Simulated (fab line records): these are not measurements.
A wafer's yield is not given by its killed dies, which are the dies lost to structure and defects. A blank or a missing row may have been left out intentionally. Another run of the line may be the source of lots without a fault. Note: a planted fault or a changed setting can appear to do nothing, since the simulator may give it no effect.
Which tool did it? | flow n5-finfet | 10 lots with 30 wafers sampled at 5 steps, on a route of 1938 steps

== WHAT EACH GAUGE READ, for each wafer ==
No reading from a measuring or inspecting step in the record can be judged against a usual standard deviation.

== EACH LOT AND THE TOOL THAT RAN IT (in order: tool; ch and the chambers of the sampled wafers; start) ==
lot  | N5_BEOL_M5_HM_DEP_02         | N5_BEOL_M5_ETCH_72                 | N5_BEOL_M5_STRIP_64                | N5_BEOL_M5_HM_OPEN_17             | N5_PASSIVATION_PROBE_49
L715 | pvd-sputter-01, day 9 03:34  | rie-diel-05 ch 0,1, day 9 04:10    | rie-diel-05 ch 0,1, day 9 04:20    | rie-metal-02 ch 0, day 9 04:22    | -
L714 | pvd-sputter-03, day 9 23:25  | rie-diel-05 ch 0,1,3, day 10 00:05 | rie-diel-05 ch 0,1,3, day 10 00:16 | rie-metal-03 ch 0, day 10 00:20   | -
L713 | pvd-sputter-03, day 9 23:31  | rie-diel-01 ch 1,2,3, day 10 00:08 | rie-diel-01 ch 1,2,3, day 10 00:19 | rie-metal-01 ch 1, day 10 00:23   | prober-02, day 14 17:39
L719 | pvd-sputter-01, day 10 07:54 | rie-diel-05 ch 1,2, day 10 08:38   | rie-diel-05 ch 1,2, day 10 08:49   | rie-metal-02 ch 1, day 10 08:51   | prober-01, day 14 21:18
L721 | pvd-sputter-01, day 10 15:15 | rie-diel-05 ch 1,2,3, day 10 15:55 | rie-diel-05 ch 1,2,3, day 10 16:05 | rie-metal-03 ch 0,1, day 10 16:08 | prober-01, day 14 20:30
L723 | pvd-sputter-01, day 11 05:58 | rie-diel-01 ch 0,3, day 11 06:39   | rie-diel-01 ch 0,3, day 11 06:55   | rie-metal-03 ch 0,1, day 11 06:58 | prober-01, day 15 20:48
L722 | pvd-sputter-03, day 11 12:05 | rie-diel-06 ch 1,2, day 11 12:40   | rie-diel-06 ch 1,2, day 11 12:50   | rie-metal-01 ch 0,1, day 11 12:55 | prober-01, day 16 00:50
L724 | pvd-sputter-02, day 12 13:00 | rie-diel-01 ch 0,2,3, day 12 13:32 | rie-diel-01 ch 0,2,3, day 12 13:43 | rie-metal-02 ch 0,1, day 12 13:46 | prober-02, day 16 17:06
L731 | pvd-sputter-02, day 15 17:24 | rie-diel-05 ch 0,2,3, day 15 18:16 | rie-diel-05 ch 0,2,3, day 15 18:26 | rie-metal-02 ch 0,1, day 15 18:28 | -
L732 | pvd-sputter-01, day 15 17:52 | rie-diel-05 ch 0,3, day 15 18:29   | rie-diel-05 ch 0,3, day 15 18:40   | rie-metal-01 ch 0,1, day 15 18:44 | prober-02, day 20 04:48
- N5_BEOL_M5_HM_DEP_02: deposits TiN, target thk 20 nm.
- N5_BEOL_M5_ETCH_72: etches underlayer in N2/H2, target depth 6.5 nm, time 5.2 s.
- N5_BEOL_M5_STRIP_64: strips in CF4.
- N5_BEOL_M5_HM_OPEN_17: chemistry Cl2/BCl3, target TiN, target depth 20 nm, overetch 6 nm.
- N5_PASSIVATION_PROBE_49

== WHAT THE TOOLS THEMSELVES READ (means of the sampled wafers that have a number; where no wafer has one, the mark that the record gives instead) ==
N5_BEOL_M5_HM_DEP_02.
lot  | tool           | throttle-valve-pct (%)
L715 | pvd-sputter-01 | 29.5
L714 | pvd-sputter-03 | 30.4
L713 | pvd-sputter-03 | 29.9
L719 | pvd-sputter-01 | 29.7
L721 | pvd-sputter-01 | 29.8
L723 | pvd-sputter-01 | 29.4
L722 | pvd-sputter-03 | 29.9
L724 | pvd-sputter-02 | 29.4
L731 | pvd-sputter-02 | 29.0
L732 | pvd-sputter-01 | 29.6

N5_BEOL_M5_ETCH_72.
lot  | tool        | drypump-motor-current-A (A) | etch-rf-on-time-s (s) | oes-product-au (a.u.) | rf-fwd-power-W (W) | rf-vpp-V (V) | showerhead-plenum-p-Torr (Torr) | throttle-valve-pct (%)
L715 | rie-diel-05 | 5.5                         | 5.04                  | 0.77                  | 820.3              | 526.5        | 2.65                            | 17.7
L714 | rie-diel-05 | 5.3                         | 5.26                  | 0.67                  | 819.9              | 523.8        | 2.55                            | 18.0
L713 | rie-diel-01 | 5.6                         | 5.38                  | 0.64                  | 818.5              | 526.7        | 2.63                            | 18.1
L719 | rie-diel-05 | 5.6                         | 5.33                  | 0.61                  | 822.6              | 523.0        | 2.51                            | 17.8
L721 | rie-diel-05 | 5.4                         | 5.28                  | 0.61                  | 818.7              | 522.1        | 2.48                            | 18.1
L723 | rie-diel-01 | 5.3                         | 5.41                  | 0.76                  | 819.7              | 526.4        | 2.63                            | 17.5
L722 | rie-diel-06 | 5.9                         | 5.27                  | 0.65                  | 816.9              | 520.1        | 2.44                            | 18.1
L724 | rie-diel-01 | 5.5                         | 5.27                  | 0.70                  | 819.3              | 525.2        | 2.61                            | 17.9
L731 | rie-diel-05 | 5.3                         | 5.53                  | 0.69                  | 750.6              | 539.9        | 2.53                            | 17.9
L732 | rie-diel-05 | 5.2                         | 5.50                  | 0.69                  | 752.9              | 541.0        | 2.60                            | 18.0

N5_BEOL_M5_STRIP_64.
lot  | tool        | drypump-motor-current-A (A) | oes-product-au (a.u.) | power-w (W) | rf-fwd-power-W (W) | rf-vpp-V (V) | showerhead-plenum-p-Torr (Torr) | throttle-valve-pct (%)
L715 | rie-diel-05 | 5.4                         | 0.87                  | 300.3       | 292.8              | 273.0        | 1.88                            | 13.54
L714 | rie-diel-05 | 5.3                         | 0.79                  | 299.6       | 292.4              | 272.3        | 1.81                            | 13.75
L713 | rie-diel-01 | 5.6                         | 0.77                  | 300.2       | 292.6              | 271.7        | 1.85                            | 13.78
L719 | rie-diel-05 | 5.6                         | 0.71                  | 300.6       | 292.0              | 270.6        | 1.79                            | 13.79
L721 | rie-diel-05 | 5.4                         | 0.71                  | 300.2       | 292.8              | 270.2        | 1.76                            | 13.90
L723 | rie-diel-01 | 5.3                         | 0.90                  | 298.9       | 292.5              | 273.4        | 1.85                            | 13.21
L722 | rie-diel-06 | 5.9                         | 0.76                  | 299.6       | 293.2              | 268.9        | 1.73                            | 13.75
L724 | rie-diel-01 | 5.5                         | 0.83                  | 300.6       | 292.1              | 272.3        | 1.85                            | 13.49
L731 | rie-diel-05 | 5.3                         | 0.82                  | 299.6       | 292.1              | 271.2        | 1.80                            | 13.70
L732 | rie-diel-05 | 5.2                         | 0.80                  | 299.9       | 291.6              | 271.9        | 1.85                            | 13.75

N5_BEOL_M5_HM_OPEN_17.
lot  | tool         | drypump-motor-current-A (A) | oes-product-au (a.u.) | rf-fwd-power-W (W) | throttle-valve-pct (%)
L715 | rie-metal-02 | 6.4                         | 0.59                  | 993                | 22.40
L714 | rie-metal-03 | 5.6                         | 0.78                  | 989                | 21.84
L713 | rie-metal-01 | 5.6                         | 0.60                  | 990                | 22.21
L719 | rie-metal-02 | 6.7                         | 0.66                  | 992                | 22.35
L721 | rie-metal-03 | 5.4                         | 0.82                  | 996                | 21.80
L723 | rie-metal-03 | 5.6                         | 0.77                  | 995                | 21.85
L722 | rie-metal-01 | 5.3                         | 0.74                  | 989                | 22.27
L724 | rie-metal-02 | 6.6                         | 0.64                  | 997                | 22.36
L731 | rie-metal-02 | 6.6                         | 0.62                  | 992                | 22.39
L732 | rie-metal-01 | 5.5                         | 0.64                  | 990                | 22.27

N5_PASSIVATION_PROBE_49.
lot  | tool      | defect-limited-yield (%) | killed_at_M0_to_M3 | killed_at_M4_up | killed-at-contacts | killed-at-front-end | killed-at-other | killed-dies | killed-open | killed-short | sort_bin_5_function (%) | sort_bin_6_memory (%) | sort_bin_8_speed (%) | sort-n-pass | sort-yield-pct (%)
L713 | prober-02 | 90.2                     | 37                 | 12              | 18                 | 48                  | 1               | 116         | 81          | 32           | 6.1                     | 3.4                   | 0.00                 | 1064        | 90.2
L719 | prober-01 | 90.6                     | 35                 | 20              | 17                 | 38                  | 1               | 112         | 79          | 29           | 5.7                     | 3.2                   | 0.00                 | 1068        | 90.6
L721 | prober-01 | 91.2                     | 42                 | 10              | 17                 | 30                  | 5               | 103         | 65          | 33           | 5.4                     | 2.9                   | 0.00                 | 1077        | 91.2
L723 | prober-01 | 91.4                     | 57                 | 11              | 15                 | 16                  | 2               | 101         | 74          | 26           | 5.2                     | 3.1                   | 0.00                 | 1079        | 91.4
L722 | prober-01 | 94.3                     | 21                 | 12              | 9                  | 21                  | 4               | 67          | 48          | 18           | 3.0                     | 2.4                   | 0.00                 | 1113        | 94.3
L724 | prober-02 | 90.9                     | 11                 | 20              | 25                 | 46                  | 5               | 107         | 66          | 41           | 5.1                     | 3.7                   | 0.00                 | 1073        | 90.9
L732 | prober-02 | 91.9                     | 34                 | 12              | 11                 | 36                  | 2               | 95          | 58          | 33           | 4.4                     | 3.3                   | 0.00                 | 1085        | 91.9

== THE ANSWER, worked out from the rows above alone ==
Rule: the usual values come from the lots themselves. Put in order of their means at a reading, lots are off if they are a third of the lots or fewer, leave a main group of 4 or more, and stand apart from it by a gap of 3 or more times the standard deviation of the main group's means; of several such gaps the widest counts. A main group whose means are all the same, to the digits that the tables above print for the reading, isn't used. Also off: a lot with no number at a reading for which 4 or more lots have one. All remaining lots with rows at the step are treated as sound. Order of review: gauges by route order, followed by the tools' own readings, for which a lot's mean as printed above is used. The first step at which some lot is off is used, and at that step the reading that is off furthest; a lot without a number counts as furthest.
Off, at N5_BEOL_M5_ETCH_72 on rf-fwd-power-W: L731, L732. The main group has a mean of 819.5 W with a standard deviation of 1.5.
A tool fits if, at that step or a process step before it, it ran every lot that is off, and no sound lot after the first of them. One fits: rie-diel-05 at N5_BEOL_M5_ETCH_72. A fault onset in the window from L721 (day 10 15:55, its last sound lot) to L731 (day 15 18:16, its first lot off) fits.
The tool's own readings at N5_BEOL_M5_ETCH_72 bear it out: on the lots that are off they differ by more than 5 times the standard deviation of the sound lots' means. rf-fwd-power-W reads 751.8 W there against 819.5 W on the sound lots; rf-vpp-V reads 540.5 V there against 524.2 V on the sound lots.

== WHAT WAS PUT IN BY THE SIMULATOR ==
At N5_BEOL_M5_ETCH_72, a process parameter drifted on rie-diel-05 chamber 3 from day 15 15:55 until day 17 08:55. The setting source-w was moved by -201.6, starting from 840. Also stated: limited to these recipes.
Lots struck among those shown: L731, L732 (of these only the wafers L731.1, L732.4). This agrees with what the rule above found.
